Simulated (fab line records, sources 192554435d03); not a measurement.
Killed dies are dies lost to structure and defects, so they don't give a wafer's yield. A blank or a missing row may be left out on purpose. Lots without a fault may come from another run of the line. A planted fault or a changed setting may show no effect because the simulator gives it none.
Which tool did it? | flow n5_finfet | 11 lots, 33 wafers sampled, at 1 step of a route of 1938

WHAT THE GAUGES READ, wafer by wafer
N5_BEOL_M9_THK_MEAS_01.
lot  | measured     | on            | M9_ILD_THK (nm)
L839 | day 10 04:22 | film_metro-02 | 267 264 268
L842 | day 10 12:10 | film_metro-01 | 265 264 268
L844 | day 11 15:45 | film_metro-02 | 265 269 270
L848 | day 12 20:05 | film_metro-01 | 268 268 276
L850 | day 13 13:53 | film_metro-02 | 264 268 269
L851 | day 14 08:33 | film_metro-01 | 266 262 265
L855 | day 15 01:02 | film_metro-01 | 269 270 267
L861 | day 15 10:17 | film_metro-01 | 266 271 271
L858 | day 15 11:13 | film_metro-01 | 266 269 270
L862 | day 16 06:18 | film_metro-02 | 265 268 271
L860 | day 17 05:38 | film_metro-01 | 262 261 269

WHICH TOOL RAN EACH LOT (tool, then ch and the chambers of the sampled wafers, then the start)
The record holds no process step before these readings.

THE ANSWER, worked out from the rows above alone
Rule: what is usual is taken from the lots themselves. Put in order of their means at a reading, lots are off if they are a third of the lots or fewer, leave a main group of 4 or more, and stand apart from it by a gap of 3 or more times the standard deviation of the main group's means; of several such gaps the widest counts. A main group whose means are all the same, to the digits that the tables above print for the reading, isn't used. A lot without any number at a reading at which 4 lots or more have one is off too. The other lots that the step has rows for count as sound.
No lot is off at any reading shown: from this, nothing can be told.

WHAT THE SIMULATOR HAD PUT IN
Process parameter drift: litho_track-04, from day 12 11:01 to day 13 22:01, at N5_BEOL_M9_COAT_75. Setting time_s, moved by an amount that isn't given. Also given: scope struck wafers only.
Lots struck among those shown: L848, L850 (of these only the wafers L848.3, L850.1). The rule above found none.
